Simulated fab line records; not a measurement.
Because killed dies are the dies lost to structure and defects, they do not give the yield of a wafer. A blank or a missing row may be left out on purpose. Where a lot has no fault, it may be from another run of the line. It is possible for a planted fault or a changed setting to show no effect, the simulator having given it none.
Which tool was responsible? ; flow n5_finfet ; 24 lots with 72 wafers sampled at 3 steps, on a route of 1938 steps

## WHAT THE GAUGES READ, wafer by wafer
N5_BEOL_M1_CD_MEAS_28: target cd y 23.3 nm.
lot;measured;on;cd_nm (nm)
L074;day 6 11:40;cd_sem-02;23.94 23.69 24.01
L075;day 6 17:23;cd_sem-01;24.15 24.29 24.44
L076;day 6 17:44;cd_sem-01;23.99 24.16 24.15
L078;day 7 05:36;cd_sem-02;24.14 23.91 24.37
L077;day 7 14:33;cd_sem-02;24.06 24.06 24.09
L079;day 7 15:17;cd_sem-02;23.84 24.00 23.84
L080;day 7 20:01;cd_sem-02;24.09 24.01 23.65
L081;day 7 23:46;cd_sem-02;23.46 23.96 23.84
L082;day 8 05:16;cd_sem-02;24.36 24.25 24.13
L083;day 8 09:43;cd_sem-01;24.12 23.53 23.84
L084;day 8 20:10;cd_sem-02;24.18 24.26 24.11
L085;day 9 01:50;cd_sem-01;24.05 24.03 23.95
L087;day 9 04:26;cd_sem-01;23.94 24.03 23.92
L086;day 9 11:31;cd_sem-02;23.56 23.75 24.10
L088;day 9 18:02;cd_sem-01;23.76 23.81 23.72
L089;day 9 21:01;cd_sem-02;24.04 23.93 24.32
L090;day 10 05:02;cd_sem-01;24.12 24.32 24.11
L091;day 10 08:11;cd_sem-02;23.94 23.97 23.98
L092;day 10 16:01;cd_sem-01;24.37 23.93 23.96
L093;day 10 19:40;cd_sem-02;23.89 23.65 23.98
L095;day 11 09:00;cd_sem-02;24.05 23.54 24.31
L094;day 11 11:49;cd_sem-01;24.12 23.89 23.97
L096;day 11 17:38;cd_sem-02;24.08 24.00 23.92
L097;day 12 01:50;cd_sem-01;24.06 23.84 24.04

N5_BEOL_M1_OVL_MEAS_29.
lot;measured;on;V0_OVL (nm)
L074;day 6 11:41;overlay-02;0.4 0.9 1.2
L075;day 6 17:25;overlay-02;-0.1 0.2 1.0
L076;day 6 17:46;overlay-01;-0.3 -0.5 -0.1
L078;day 7 05:38;overlay-01;0.3 0.3 -0.2
L077;day 7 14:35;overlay-02;0.0 0.6 -0.3
L079;day 7 15:19;overlay-01;-0.2 0.2 -0.4
L080;day 7 20:02;overlay-02;0.0 -0.3 0.4
L081;day 7 23:48;overlay-02;2.0 0.4 2.1
L082;day 8 05:19;overlay-01;0.5 0.2 0.5
L083;day 8 09:45;overlay-02;1.3 1.6 0.8
L084;day 8 20:11;overlay-02;-0.1 -1.3 -0.4
L085;day 9 01:52;overlay-01;0.1 0.0 0.0
L087;day 9 04:28;overlay-01;0.5 0.3 0.6
L086;day 9 11:33;overlay-01;0.7 -0.4 0.4
L088;day 9 18:04;overlay-02;-1.0 0.0 -0.4
L089;day 9 21:03;overlay-01;-0.7 -0.9 -0.9
L090;day 10 05:04;overlay-02;1.0 0.5 0.6
L091;day 10 08:13;overlay-01;0.3 0.3 0.1
L092;day 10 16:02;overlay-01;1.1 0.1 1.1
L093;day 10 19:41;overlay-01;1.3 0.1 0.5
L095;day 11 09:02;overlay-02;-0.2 0.7 0.3
L094;day 11 11:51;overlay-02;0.1 -0.6 0.2
L096;day 11 17:40;overlay-02;1.3 0.2 1.0
L097;day 12 01:53;overlay-01;0.1 -0.7 0.6

## WHICH TOOL RAN EACH LOT (tool, then ch and the chambers of the sampled wafers, then the start)
lot;N5_BEOL_M1_STRIP_66
L074;rie_diel-02 ch 0,1, day 6 11:07
L075;rie_diel-02 ch 0,3, day 6 16:41
L076;rie_diel-02 ch 0,1, day 6 17:02
L078;rie_diel-02 ch 0,2,3, day 7 05:04
L077;rie_diel-02 ch 0,1,2, day 7 13:56
L079;rie_diel-02 ch 1,2,3, day 7 14:44
L080;rie_diel-05 ch 1,2,3, day 7 19:20
L081;rie_diel-04 ch 1,2, day 7 23:06
L082;rie_diel-05 ch 0,2,3, day 8 04:43
L083;rie_diel-04 ch 0,2, day 8 09:04
L084;rie_diel-04 ch 1,2,3, day 8 19:35
L085;rie_diel-02 ch 2,3, day 9 01:17
L087;rie_diel-04 ch 0,3, day 9 03:53
L086;rie_diel-04 ch 0,2,3, day 9 10:59
L088;rie_diel-04 ch 0,2,3, day 9 17:23
L089;rie_diel-05 ch 0,1,3, day 9 20:29
L090;rie_diel-05 ch 0,1,3, day 10 04:29
L091;rie_diel-05 ch 0,1,3, day 10 07:32
L092;rie_diel-02 ch 0,3, day 10 15:28
L093;rie_diel-02 ch 0,1,3, day 10 18:59
L095;rie_diel-05 ch 0,3, day 11 08:28
L094;rie_diel-05 ch 2,3, day 11 11:13
L096;rie_diel-05 ch 0,2, day 11 17:06
L097;rie_diel-02 ch 0,1,3, day 12 01:10
- N5_BEOL_M1_STRIP_66: strips in CF4.

## AS READ BY THE TOOLS THEMSELVES (means over the sampled wafers that have a number; for cases with no such wafer, the mark the record gives instead)
N5_BEOL_M1_STRIP_66.
lot;tool;bias_power_w (W);drypump_motor_current_A (A);oes_product_au (a.u.);rf_fwd_power_W (W);rf_vpp_V (V);showerhead_plenum_p_Torr (Torr);throttle_valve_pct (%)
L074;rie_diel-02;75.15;6.0;0.70;292.5;269.9;1.76;13.89
L075;rie_diel-02;74.98;5.6;0.72;292.4;271.0;1.78;13.92
L076;rie_diel-02;74.73;5.9;0.70;293.0;269.9;1.73;13.81
L078;rie_diel-02;74.89;5.5;0.73;291.9;271.5;1.79;13.73
L077;rie_diel-02;75.04;5.8;0.81;293.1;273.0;1.83;13.52
L079;rie_diel-02;75.07;5.4;0.82;292.7;271.8;1.84;13.45
L080;rie_diel-05;75.26;5.9;0.70;293.2;270.1;1.78;13.89
L081;rie_diel-04;74.83;5.9;0.76;292.3;271.0;1.82;13.70
L082;rie_diel-05;75.13;5.5;0.70;292.6;270.9;1.78;13.85
L083;rie_diel-04;75.23;5.7;0.74;292.9;270.9;1.84;13.73
L084;rie_diel-04;75.02;5.9;0.73;292.8;269.7;1.77;13.83
L085;rie_diel-02;75.15;5.0;0.73;293.2;271.8;1.79;13.70
L087;rie_diel-04;74.98;5.8;0.69;292.2;269.8;1.73;13.95
L086;rie_diel-04;75.22;5.7;0.71;292.3;271.8;1.78;13.85
L088;rie_diel-04;74.85;5.8;0.71;292.3;271.3;1.78;13.85
L089;rie_diel-05;75.05;5.9;0.69;292.0;270.1;1.78;13.97
L090;rie_diel-05;74.84;5.9;0.69;292.1;270.5;1.77;13.97
L091;rie_diel-05;74.95;5.9;0.69;292.8;271.2;1.77;13.97
L092;rie_diel-02;74.90;5.1;0.71;291.4;270.8;1.78;13.92
L093;rie_diel-02;75.11;5.5;0.77;292.0;272.1;1.82;13.70
L095;rie_diel-05;75.22;5.5;0.69;292.5;271.5;1.77;14.04
L094;rie_diel-05;74.86;5.6;0.77;292.9;270.4;1.77;13.81
L096;rie_diel-05;74.93;5.4;0.76;291.7;271.0;1.77;13.63
L097;rie_diel-02;74.97;5.5;0.76;292.8;270.9;1.82;13.72

## THE ANSWER, worked out from the rows above alone
Rule: the lots themselves supply what counts as usual. Put in order of their means at a reading, lots are off if they are a third of the lots or fewer, leave a main group of 4 or more, and stand apart from it by a gap of 3 or more times the standard deviation of the main group's means; of several such gaps the widest counts. A main group whose means are all the same, to the digits that the tables above print for the reading, isn't used. A lot without any number at a reading at which 4 lots or more have one is off too. All remaining lots with rows at the step are treated as sound. Order of review: gauges by route order, followed by the tools' own readings, for which a lot's mean as printed above is used. At the first step where some lot is off, the reading lying furthest off is the one used; lots without a number count as furthest.
No lot is off at any reading shown: from this, nothing can be told.

## WHAT THE SIMULATOR HAD INSERTED
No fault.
